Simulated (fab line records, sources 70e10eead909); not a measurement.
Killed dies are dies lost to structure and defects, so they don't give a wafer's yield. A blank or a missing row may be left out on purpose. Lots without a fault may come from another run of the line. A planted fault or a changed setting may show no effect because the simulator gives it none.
Chamber matching | flow nand_harc | NHARC_A_CHANNEL_FILL_D1_ETCHBACK_20 on rie_diel-12: 4 sister chambers
The step etches the open film in C4F8/O2/Ar, target depth 27 nm, time 13.5 s. 18 wafers are shown with their chamber, then 9 later ones without.

WAFERS WITH THEIR CHAMBER
wafer  | chamber | rf_vpp_V (V) | rf_fwd_power_W (W) | oes_product_au (a.u.)
L076.2 | 3       | 984          | 590.0              | 1.02
L076.4 | 2       | 973          | 588.5              | 0.99
L076.6 | 2       | 972          | 588.0              | 0.99
L078.2 | 1       | 989          | 587.4              | 1.03
L078.4 | 3       | 985          | 586.3              | 1.01
L078.5 | 3       | 984          | 585.3              | 1.03
L081.1 | 2       | 972          | 587.7              | 0.98
L081.3 | 1       | 988          | 586.7              | 1.02
L081.5 | 3       | 984          | 590.2              | 1.02
L082.1 | 1       | 989          | 589.0              | 1.02
L082.3 | 0       | 979          | 585.9              | 1.00
L082.5 | 2       | 973          | 589.0              | 0.98
L083.1 | 1       | 988          | 586.7              | 1.01
L083.3 | 2       | 972          | 586.1              | 0.99
L083.6 | 1       | 988          | 589.0              | 1.01
L085.1 | 1       | 988          | 588.1              | 0.96
L085.2 | 0       | 979          | 583.0              | 0.91
L085.4 | 3       | 982          | 587.5              | 0.94

SIGNATURES (means of the wafers above)
reading        | chamber 0 | chamber 1 | chamber 2 | chamber 3 | scatter within a chamber
rf_vpp_V       | 979.00    | 988.33    | 972.40    | 983.80    | 0.724
rf_fwd_power_W | 584.450   | 587.817   | 587.860   | 587.860   | 1.55
oes_product_au | 0.9550    | 1.0083    | 0.9860    | 1.0040    | 0.03
Rule: a wafer's distance from a chamber is the root of the sum, over the readings, of the square of ((its reading less the chamber's mean) divided by the reading's scatter). The wafer belongs to the nearest chamber; if the next one is less than 2 further off, it can't be placed. The scatter: the root of (the sum of the squares of (reading less its chamber's mean) over the shown wafers, divided by (wafers less chambers)).

WAFERS WITHOUT THEIR CHAMBER
wafer  | rf_vpp_V (V) | rf_fwd_power_W (W) | oes_product_au (a.u.)
L088.2 | 980          | 584.8              | 1.00
L088.4 | 983          | 586.1              | 1.01
L088.5 | 980          | 583.8              | 1.00
L092.1 | 983          | 587.2              | 1.02
L092.3 | 973          | 587.6              | 1.00
L092.4 | 987          | 589.7              | 1.03
L094.1 | 983          | 588.3              | 1.03
L094.2 | 980          | 585.8              | 1.02
L094.4 | 988          | 589.2              | 1.03

WHICH CHAMBER EACH WENT THROUGH
wafer  | from the rows above | in truth
L088.2 | 0                   | 0
L088.4 | 3                   | 3
L088.5 | 0                   | 0
L092.1 | 3                   | 3
L092.3 | 2                   | 2
L092.4 | 1                   | 1
L094.1 | 3                   | 3
L094.2 | 0                   | 0
L094.4 | 1                   | 1
Placed correctly: 9 of 9. Can't be placed from these rows: 0. Placed wrongly: 0.
